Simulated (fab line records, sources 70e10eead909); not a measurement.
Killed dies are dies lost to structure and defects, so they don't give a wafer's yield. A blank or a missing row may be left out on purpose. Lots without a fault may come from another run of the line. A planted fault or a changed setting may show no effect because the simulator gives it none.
fab line records | flow nand_harc
record lots=13 wafers=39 last_day=32
route steps=1302 shown P_GATE@205 P_CONTACT@217
lots that met no fault: from a run of the same line without faults
start_h: hours from the record's first day to the start of the lot's first wafer shown | wait_h: hours since the lot's step before | " the same as in the row above | L1.1+2: a row that stands for several wafers | - no value, or no start given | * or withheld: withheld | < > ~ a bound
route shown NAME@n: a module of which the file shows steps, and the number in the route of the first | usual: mean/standard deviation of fault-free wafers | same: alike in all rows | chamber/n: place in a boat | sites: the reading at each site | _std_site: their standard deviation | _edge_site: outer sites' mean less inner sites' | radius_mm: how far each site lies from the wafer's centre | mask NAME#n: copy n | behind: the tool/chamber that last shaped the wafer | hold: why the lot was held/for how many hours/how that ended | device: the transistor (n, p or np) that didn't switch | end of line: the same wafers' tests at the end of the route | a step without rows: its recipe alone | killed: dies lost to structure and defects at the first sort, not the wafer's yield | map: a wafer's dies, x killed, . not, _ none there
set.NAME: the setting as run; set.NAME@STEP: as run at that earlier step | model.NAME: the simulator's own value behind a step, which no gauge read
steps of the route over a sample of lots; a table a step, a row a wafer
services: from which hour (start_h, from the record's first day; less than 0 if before it) a tool's chamber was out of use, for how many hours, and why
## steps
# step NHARC_P_GATE_STRIP_95
# recipe power_w=1500 temp_c=250 chemistry=O2
# usual drypump_motor_current_A=5.5/0.44 heater_power_w=351/16
# columns lot.wafer tool chamber start_h wait_h drypump_motor_current_A heater_power_w rf_hours_counter_h
L869.1 plasma_asher-02 0 116.89 0.5 5.8 375 7
L869.4 " 1 " " 5.9 327 -
L869.6 " 0 " " 5.9 363 -
L870.1 plasma_asher-02 0 121.17 0.6 5.8 360 8
L870.2 " 1 " " 5.9 325 8
L870.5 " 1 " " 5.9 329 -
L873.1 plasma_asher-02 1 155.87 0.5 5.9 326 15
L873.3 " 1 " " 5.9 326 -
L873.6 " 1 " " 5.9 340 -
L874.1 plasma_asher-01 1 159.99 0.6 4.8 349 33
L874.2 " 0 " " 5.2 365 33
L874.6 " 1 " " 4.8 338 -
L875.2 plasma_asher-02 1 172.10 0.6 5.9 330 19
L875.4 " 1 " " 5.9 328 -
L875.3 " 0 " " 5.8 371 -
L877.3 plasma_asher-02 1 195.14 0.3 5.9 323 -
L877.5 " 0 " " 5.8 361 -
L877.6 " 1 " " 5.9 325 -
L878.1 plasma_asher-01 1 204.30 0.6 4.8 357 6
L878.2 " 0 " " 5.2 375 6
L878.4 " 0 " " 5.2 369 -
L879.1 plasma_asher-02 0 217.87 0.6 5.9 367 29
L879.3 " 0 " " 5.9 361 -
L879.5 " 0 " " 5.9 367 -
L880.1 plasma_asher-01 1 222.02 0.6 4.8 360 9
L880.2 " 0 " " 5.2 369 9
L880.3 " 1 " " 4.9 352 -
L881.1 plasma_asher-02 1 231.11 0.6 6.0 315 33
L881.2 " 0 " " 5.9 360 33
L881.6 " 0 " " 5.9 366 -
L883.4 plasma_asher-01 0 260.83 0.4 5.2 378 -
L883.3 " 1 " " 4.8 353 -
L883.6 " 1 " " 4.8 361 -
L882.1 plasma_asher-02 1 263.56 0.6 5.9 338 3
L882.2 " 0 " " 5.8 356 3
L882.6 " 1 " " 5.9 341 -
L887.4 plasma_asher-02 1 293.12 0.3 5.9 338 -
L887.5 " 0 " " 5.8 354 -
L887.6 " 1 " " 5.9 333 -
# step NHARC_P_GATE_DEGAS_109
# recipe temp_c=300 time_s=60
# usual heater_power_w=474/64 susceptor_temp_C=299.99/0.18
# columns lot.wafer tool chamber start_h wait_h heater_power_w susceptor_temp_C
L869.4 pvd_sputter-01 - 117.75 0.1 480 300.35
L869.1 " - " " 538 299.99
L869.6 " - " " 416 300.03
L870.1 pvd_sputter-03 - 122.03 0.1 343 299.92
L870.2 " - " " 458 300.12
L870.5 " - " " 504 300.14
L873.3 pvd_sputter-02 - 156.73 0.1 430 300.31
L873.1 " - " " 415 299.83
L873.6 " - " " 620 299.89
L874.2 pvd_sputter-03 - 160.87 0.1 497 300.25
L874.1 " - " " 443 299.95
L874.6 " - " " 495 299.75
L875.3 pvd_sputter-02 - 172.98 0.1 454 299.93
L875.4 " - " " 623 300.02
L875.2 " - " " 446 299.89
L877.3 pvd_sputter-02 - 196.01 0.1 629 299.84
L877.6 " - " " 413 300.34
L877.5 " - " " 458 300.18
L878.4 pvd_sputter-03 - 205.18 0.1 524 299.69
L878.2 " - " " 489 299.55
L878.1 " - " " 353 300.13
L879.1 pvd_sputter-02 - 218.74 0.1 449 299.84
L879.3 " - " " 626 299.58
L879.5 " - " " 612 299.82
L880.2 pvd_sputter-03 - 222.89 0.1 500 300.08
L880.1 " - " " 516 299.75
L880.3 " - " " 368 299.82
L881.2 pvd_sputter-02 - 231.97 0.1 458 300.00
L881.1 " - " " 610 299.94
L881.6 " - " " 607 300.19
L883.3 pvd_sputter-03 - 261.68 0.1 508 -
L883.4 " - " " 522 -
L883.6 " - " " 539 -
L882.2 pvd_sputter-03 - 264.43 0.1 362 300.15
L882.1 " - " " 513 300.09
L882.6 " - " " 510 300.17
L887.4 pvd_sputter-03 - 293.95 0.1 520 -
L887.6 " - " " 523 -
L887.5 " - " " 500 -
# step NHARC_P_CONTACT_DEP_30
# recipe target_thk_a=300 temp_c=400 target_thk_nm=30 flow_sccm=200 rf_w=450 material=SiNx
# usual heater_power_w=720/82 susceptor_temp_C=399.96/0.23
# columns lot.wafer tool chamber start_h wait_h heater_power_w susceptor_temp_C
L869.1 pecvd-04 1 118.77 0.1 644 400.09
L869.6 " 1 " " 661 400.20
L869.4 " 2 " " 823 399.89
L870.1 pecvd-01 0 123.09 0.1 768 400.02
L870.2 " 1 " " 614 399.63
L870.5 " 2 " " 726 400.15
L873.1 pecvd-02 0 157.75 0.1 766 400.44
L873.3 " 1 " " 701 400.02
L873.6 " 1 " " 736 399.66
L874.1 pecvd-01 1 161.90 0.1 705 399.80
L874.2 " 2 " " 732 399.93
L874.6 " 0 " " 683 399.60
L875.2 pecvd-02 0 174.16 0.1 663 399.88
L875.3 " 2 " " 647 400.22
L875.4 " 0 " " 659 399.77
L877.3 pecvd-04 1 197.10 0.1 667 400.06
L877.6 " 2 " " 842 399.19
L877.5 " 1 " " 671 399.76
L878.2 pecvd-04 2 206.24 0.1 796 400.14
L878.1 " 0 " " 827 400.16
L878.4 " 1 " " 656 399.72
L879.1 pecvd-02 1 219.83 0.1 661 399.87
L879.3 " 2 " " 526 399.87
L879.5 " 2 " " 526 400.15
L880.2 pecvd-02 1 223.91 0.1 661 400.04
L880.1 " 2 " " 587 400.27
L880.3 " 0 " " 747 400.09
L881.2 pecvd-04 1 233.05 0.1 592 399.90
L881.1 " 2 " " 713 400.27
L881.6 " 2 " " 725 399.95
L883.3 pecvd-01 0 262.77 0.1 826 400.07
L883.4 " 2 " " 708 400.20
L883.6 " 0 " " 828 399.67
L882.2 pecvd-04 0 265.48 0.1 807 400.17
L882.1 " 1 " " 627 400.11
L882.6 " 1 " " 607 400.17
L887.5 pecvd-04 2 295.13 0.2 803 399.69
L887.4 " 0 " " 790 399.79
L887.6 " 1 " " 619 399.80
# step NHARC_P_CONTACT_EXPOSE_09
# recipe na=1.35 target_cd_nm=90 dose_mj=81.26 mask_id=P_CA
# usual exposure_dose_mJ_cm2=81.19/0.1
# columns lot.wafer tool chamber start_h wait_h mask exposure_dose_mJ_cm2
L869.1 arfi_scanner-03 0 120.17 - P_CA#0 81.32
L869.4 " 0 " " P_CA#0 81.23
L869.6 " 0 " " P_CA#0 81.27
L870.1 arfi_scanner-02 0 124.47 - P_CA#0 81.29
L870.2 " 0 " " P_CA#0 81.24
L870.5 " 0 " " P_CA#0 81.32
L873.1 arfi_scanner-02 0 159.15 - P_CA#0 81.22
L873.3 " 0 " " P_CA#0 81.12
L873.6 " 0 " " P_CA#0 81.10
L874.1 arfi_scanner-01 0 163.29 - P_CA#0 81.31
L874.2 " 0 " " P_CA#0 81.42
L874.6 " 0 " " P_CA#0 81.19
L875.2 arfi_scanner-02 0 175.57 - P_CA#0 81.02
L875.3 " 0 " " P_CA#0 81.14
L875.4 " 0 " " P_CA#0 81.16
L877.3 arfi_scanner-01 0 198.43 - P_CA#0 81.18
L877.5 " 0 " " P_CA#0 81.29
L877.6 " 0 " " P_CA#0 81.24
L878.1 arfi_scanner-01 0 207.48 - P_CA#0 81.24
L878.2 " 0 " " P_CA#0 81.12
L878.4 " 0 " " P_CA#0 81.15
L879.1 arfi_scanner-02 0 221.19 - P_CA#0 81.09
L879.3 " 0 " " P_CA#0 81.03
L879.5 " 0 " " P_CA#0 81.00
L880.1 arfi_scanner-01 0 225.31 - P_CA#0 81.34
L880.2 " 0 " " P_CA#0 81.28
L880.3 " 0 " " P_CA#0 81.23
L881.1 arfi_scanner-02 0 234.41 - P_CA#0 81.02
L881.2 " 0 " " P_CA#0 81.17
L881.6 " 0 " " P_CA#0 81.12
L883.3 arfi_scanner-01 0 264.15 - P_CA#0 81.17
L883.4 " 0 " " P_CA#0 81.23
L883.6 " 0 " " P_CA#0 81.18
L882.1 arfi_scanner-02 0 266.88 - P_CA#0 81.14
L882.2 " 0 " " P_CA#0 81.16
L882.6 " 0 " " P_CA#0 81.00
L887.4 arfi_scanner-01 0 296.44 - P_CA#0 84.75
L887.5 " 0 " " P_CA#0 84.70
L887.6 " 0 " " P_CA#0 84.77
## services
# columns tool chamber start_h hours kind
pecvd-04 - 102.87 0.6 repair
pvd_sputter-02 - 105.59 10.0 pm
plasma_asher-01 - 124.74 2.2 repair
arfi_scanner-02 - 135.10 0.2 repair
arfi_scanner-02 - 140.00 4.0 pm
plasma_asher-01 - 165.10 9.0 pm
arfi_scanner-02 - 168.11 0.4 repair
pvd_sputter-03 - 170.00 10.0 pm
arfi_scanner-01 - 185.13 11.4 repair
pecvd-04 - 186.39 0.5 repair
arfi_scanner-01 - 203.02 0.5 repair
pvd_sputter-03 - 207.45 4.8 repair
pecvd-02 - 214.97 0.5 repair
arfi_scanner-01 - 216.02 3.5 repair
pecvd-04 - 237.23 0.7 repair
arfi_scanner-02 - 242.08 1.3 repair
arfi_scanner-01 - 244.62 1.8 repair
pvd_sputter-02 - 248.26 4.3 repair
plasma_asher-02 - 249.30 9.0 pm
arfi_scanner-01 - 252.50 4.0 pm
pecvd-04 - 269.41 13.0 pm
pvd_sputter-02 - 283.59 10.0 pm
arfi_scanner-02 - 288.58 9.9 repair
arfi_scanner-01 - 289.42 0.6 repair
## key
first_sign step=NHARC_P_CONTACT_EXPOSE_09 reading=exposure_dose_mJ_cm2 direction=up sigmas=34 usual=81.19 struck=84.74
effect none on later readings
met_at NHARC_P_CONTACT_EXPOSE_09
struck_lots L887
sort_left_out L887.4,L887.5,L887.6
tester_left_out L887
loop_trim step=NHARC_P_CONTACT_EXPOSE_09 setting=dose lots=L887
not_acting_at NHARC_P_GATE_STRIP_95,NHARC_P_GATE_DEGAS_109,NHARC_P_CONTACT_DEP_30
onset_between 264.15 296.44
fault kind=process_parameter_drift tool=arfi_scanner-01 chamber=- onset_h=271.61 steps=NHARC_P_CONTACT_EXPOSE_09 channel=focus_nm offset=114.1 spread_by_wafer=0.3 shape=step end_h=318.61
# tester_left_out: of these lots the tester's yield and bins aren't shown, on N5 and GAA mostly nor the transistor test; their killed dies are dies lost to structure and defects alone, not to doping, threshold or leakage, so they don't give the yield
# sort_left_out: the simulated sort isn't trusted on such a fault, so these wafers' sort isn't shown, and their yield isn't known
# loop_trim: a control loop set the setting to another value than it would have without faults
